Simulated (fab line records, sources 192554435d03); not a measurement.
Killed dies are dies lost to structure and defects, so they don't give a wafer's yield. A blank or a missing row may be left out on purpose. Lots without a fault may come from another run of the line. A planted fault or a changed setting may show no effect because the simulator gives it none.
Which tool did it? | flow n5_finfet | 11 lots, 33 wafers sampled, at 5 steps of a route of 1938

WHAT THE GAUGES READ, wafer by wafer
N5_BEOL_M3_THK_MEAS_01. Usual: M3_ILD_THK 79.1 nm, standard deviation 1.4.
lot  | measured     | on            | M3_ILD_THK (nm) | flag
L103 | day 8 17:02  | film_metro-01 | 78.1 80.8 80.0  |
L106 | day 8 19:37  | film_metro-01 | 79.0 79.1 80.5  |
L111 | day 9 23:53  | film_metro-01 | 78.0 79.7 77.7  |
L110 | day 10 06:26 | film_metro-02 | 78.1 79.9 80.2  |
L115 | day 10 08:49 | film_metro-01 | 77.9 79.2 79.3  |
L112 | day 11 01:32 | film_metro-01 | 77.3 79.3 79.2  |
L118 | day 12 11:57 | film_metro-01 | 75.5 77.5 80.2  |
L123 | day 13 17:55 | film_metro-01 | 81.1 80.4 82.8  |
L125 | day 14 01:53 | film_metro-02 | 76.9 77.2 77.8  |
L124 | day 14 09:26 | film_metro-01 | 77.1 77.7 79.1  |
L126 | day 15 02:05 | film_metro-02 | 79.0 79.3 80.4  |

N5_BEOL_M4_RC_MEAS_101. Usual: DIBL_N 36.1 mV/V, standard deviation 2.3; DIBL_P 36 mV/V, standard deviation 3.2; IOFF_N 0.16 nA/um, standard deviation 0.045; IOFF_P 0.21 nA/um, standard deviation 0.049; ION_N 674 uA/um, standard deviation 14; ION_P 462 uA/um, standard deviation 8.4; SS_N 71.6 mV/dec, standard deviation 0.83; SS_P 73.2 mV/dec, standard deviation 0.87; VT_N 249 mV, standard deviation 3.8; VT_P -250 mV, standard deviation 3.4.
lot  | measured     | on        | DIBL_N (mV/V)  | DIBL_P (mV/V) | IOFF_N (nA/um) | IOFF_P (nA/um) | ION_N (uA/um) | ION_P (uA/um) | SS_N (mV/dec)  | SS_P (mV/dec)  | VT_N (mV)   | VT_P (mV)      | flag
L103 | day 10 20:59 | prober-02 | 35.1 39.1 37.9 | 34 39 37      | 0.13 0.20 0.18 | 0.21 0.28 0.25 | 659 675 673   | 461 466 465   | 70.7 72.3 71.7 | 72.9 73.6 73.7 | 250 248 248 | -249 -246 -245 |
L106 | day 11 20:04 | prober-01 | 39.1 38.2 36.7 | 42 40 39      | 0.22 0.20 0.19 | 0.29 0.26 0.26 | 686 679 695   | 468 465 481   | 72.3 72.0 71.3 | 74.4 73.7 73.7 | 246 248 244 | -246 -246 -246 |
L111 | day 12 22:52 | prober-02 | 34.9 36.0 34.8 | 34 36 33      | 0.12 0.14 0.12 | 0.15 0.19 0.15 | 652 668 645   | 444 456 439   | 70.7 71.9 70.9 | 71.9 73.5 72.9 | 253 251 254 | -255 -255 -257 |
L110 | day 13 23:03 | prober-02 | 37.8 42.2 36.9 | 38 44 37      | 0.18 0.31 0.17 | 0.23 0.34 0.22 | 684 692 694   | 470 471 468   | 72.6 73.7 71.5 | 73.9 76.2 73.5 | 251 243 246 | -250 -247 -250 |
L115 | day 13 09:17 | prober-02 | 34.9 35.4 34.2 | 35 33 33      | 0.13 0.13 0.11 | 0.20 0.17 0.15 | 682 662 648   | 472 458 444   | 71.0 71.3 70.2 | 73.2 72.0 72.0 | 253 251 257 | -250 -255 -256 |
L112 | day 14 01:37 | prober-01 | 31.5 30.9 30.0 | 30 30 29      | 0.09 0.09 0.09 | 0.14 0.14 0.13 | 645 657 653   | 446 456 455   | 70.8 69.4 69.6 | 72.5 71.8 71.3 | 257 254 256 | -254 -252 -255 |
L118 | day 15 08:42 | prober-01 | 35.5 37.7 33.9 | 36 38 34      | 0.15 0.20 0.13 | 0.18 0.22 0.16 | 672 686 667   | 457 463 457   | 72.1 71.2 70.4 | 72.9 74.2 72.4 | 249 244 248 | -253 -251 -255 |
L123 | day 15 22:50 | prober-02 | 37.6 39.2 36.5 | 38 41 37      | 0.17 0.21 0.15 | 0.20 0.28 0.20 | 673 674 675   | 458 466 462   | 71.3 72.2 71.2 | 73.8 75.1 73.9 | 248 249 248 | -252 -249 -254 |
L125 | day 16 04:26 | prober-02 | 39.9 36.0 35.4 | 39 34 33      | 0.22 0.14 0.13 | 0.24 0.17 0.17 | 707 661 670   | 474 450 460   | 72.3 70.8 70.4 | 74.2 73.0 72.0 | 244 250 251 | -250 -252 -248 |
L124 | day 17 04:50 | prober-02 | 40.9 40.3 39.2 | 44 43 41      | 0.28 0.30 0.26 | 0.38 0.36 0.31 | 686 695 685   | 469 472 464   | 73.0 72.4 72.8 | 75.4 74.8 75.0 | 241 239 243 | -241 -240 -243 |
L126 | day 17 10:15 | prober-01 | 37.5 40.1 37.4 | 39 42 38      | 0.20 0.24 0.19 | 0.25 0.29 0.24 | 683 679 681   | 463 461 466   | 72.7 72.7 72.0 | 73.3 74.2 73.7 | 246 246 247 | -248 -248 -247 |

WHICH TOOL RAN EACH LOT (tool, then ch and the chambers of the sampled wafers, then the start)
lot  | N5_BEOL_M2_SPUTTER_92        | N5_BEOL_M2_CO_CAP_55             | N5_BEOL_M3_COAT_61
L103 | pvd_sputter-02, day 8 15:23  | cvd_co-02 ch 0,1, day 8 16:43    | litho_track-01 ch 0, day 8 18:36
L106 | pvd_sputter-02, day 8 17:57  | cvd_co-01 ch 0,2, day 8 19:19    | litho_track-04 ch 0, day 8 22:31
L111 | pvd_sputter-02, day 9 22:06  | cvd_co-02 ch 0,1,2, day 9 23:34  | litho_track-04 ch 0, day 10 02:09
L110 | pvd_sputter-01, day 10 04:40 | cvd_co-01 ch 1,2, day 10 06:07   | litho_track-04 ch 0, day 10 08:43
L115 | pvd_sputter-02, day 10 07:08 | cvd_co-01 ch 0,1,2, day 10 08:27 | litho_track-04 ch 0, day 10 09:41
L112 | pvd_sputter-03, day 10 23:54 | cvd_co-02 ch 0,2, day 11 01:12   | litho_track-04 ch 0, day 11 01:45
L118 | pvd_sputter-02, day 12 10:19 | cvd_co-02 ch 0,2, day 12 11:37   | litho_track-03 ch 0, day 12 12:42
L123 | pvd_sputter-02, day 13 16:16 | cvd_co-02 ch 0,1, day 13 17:36   | litho_track-03 ch 0, day 13 19:11
L125 | pvd_sputter-02, day 14 00:16 | cvd_co-02 ch 0,1, day 14 01:34   | litho_track-04 ch 0, day 14 02:17
L124 | pvd_sputter-02, day 14 07:49 | cvd_co-01 ch 0,1, day 14 09:07   | litho_track-04 ch 0, day 14 09:39
L126 | pvd_sputter-02, day 15 00:24 | cvd_co-01 ch 0,2, day 15 01:46   | litho_track-03 ch 0, day 15 03:16
- N5_BEOL_M2_SPUTTER_92: material Cu, target thk 4.5 nm, time 8.29 s.
- N5_BEOL_M2_CO_CAP_55: material Co, precursor CCTBA/H2, target thk 2 nm, time 102.1 s.
- N5_BEOL_M3_COAT_61: time 60 s, resist thk 60 nm.

WHAT THE TOOLS THEMSELVES READ (means of the sampled wafers that have a number; where no wafer has one, the mark that the record gives instead)
N5_BEOL_M2_SPUTTER_92. Usual: throttle_valve_pct 29.9 %, standard deviation 0.64.
lot  | tool           | throttle_valve_pct (%) | flag
L103 | pvd_sputter-02 | 29.9                   |
L106 | pvd_sputter-02 | 29.6                   |
L111 | pvd_sputter-02 | 30.2                   |
L110 | pvd_sputter-01 | 30.1                   |
L115 | pvd_sputter-02 | 29.6                   |
L112 | pvd_sputter-03 | 29.6                   |
L118 | pvd_sputter-02 | 29.8                   |
L123 | pvd_sputter-02 | 29.9                   |
L125 | pvd_sputter-02 | 29.8                   |
L124 | pvd_sputter-02 | 29.8                   |
L126 | pvd_sputter-02 | 29.9                   |

N5_BEOL_M2_CO_CAP_55. Usual: chamber_pressure_Torr 30.00 Torr, standard deviation 0.068; heater_power_w 231 W, standard deviation 13.
lot  | tool      | chamber_pressure_Torr (Torr) | heater_power_w (W) | flag
L103 | cvd_co-02 | 30.03                        | 217                |
L106 | cvd_co-01 | 30.08                        | 237                |
L111 | cvd_co-02 | 30.01                        | 219                |
L110 | cvd_co-01 | 30.01                        | 239                |
L115 | cvd_co-01 | 29.99                        | 240                |
L112 | cvd_co-02 | 30.00                        | 212                |
L118 | cvd_co-02 | 30.05                        | 217                |
L123 | cvd_co-02 | 30.01                        | 225                |
L125 | cvd_co-02 | 30.03                        | 215                |
L124 | cvd_co-01 | 30.00                        | 248                |
L126 | cvd_co-01 | 30.01                        | 235                |

N5_BEOL_M3_COAT_61. Usual: spin_speed_rpm 1499.8 rpm, standard deviation 1.1.
lot  | tool           | spin_speed_rpm (rpm) | flag
L103 | litho_track-01 | 1499.2               |
L106 | litho_track-04 | 1500.4               |
L111 | litho_track-04 | 1500.2               |
L110 | litho_track-04 | 1499.6               |
L115 | litho_track-04 | 1296.5               | OFF
L112 | litho_track-04 | 1298.3               | OFF
L118 | litho_track-03 | 1499.4               |
L123 | litho_track-03 | 1499.7               |
L125 | litho_track-04 | 1499.7               |
L124 | litho_track-04 | 1498.4               |
L126 | litho_track-03 | 1500.5               |

THE ANSWER, worked out from the rows above alone
Rule: a lot is off if the mean of its wafers that have a number lies more than 3 standard deviations from the usual mean. A lot without any number at a reading at which 4 lots or more have one is off too. The other lots that the step has rows for count as sound. The gauges are gone through in route order, then the tools' own readings, and for those a lot's mean is taken as printed above. The first step at which some lot is off is used, and at that step the reading that is off furthest; a lot without a number counts as furthest.
Off: L115, L112, at N5_BEOL_M3_COAT_61 (spin_speed_rpm).
A tool fits if, at that step or a process step before it, it ran every lot that is off, and no sound lot after the first of them. None of those tried fits.

WHAT THE SIMULATOR HAD PUT IN
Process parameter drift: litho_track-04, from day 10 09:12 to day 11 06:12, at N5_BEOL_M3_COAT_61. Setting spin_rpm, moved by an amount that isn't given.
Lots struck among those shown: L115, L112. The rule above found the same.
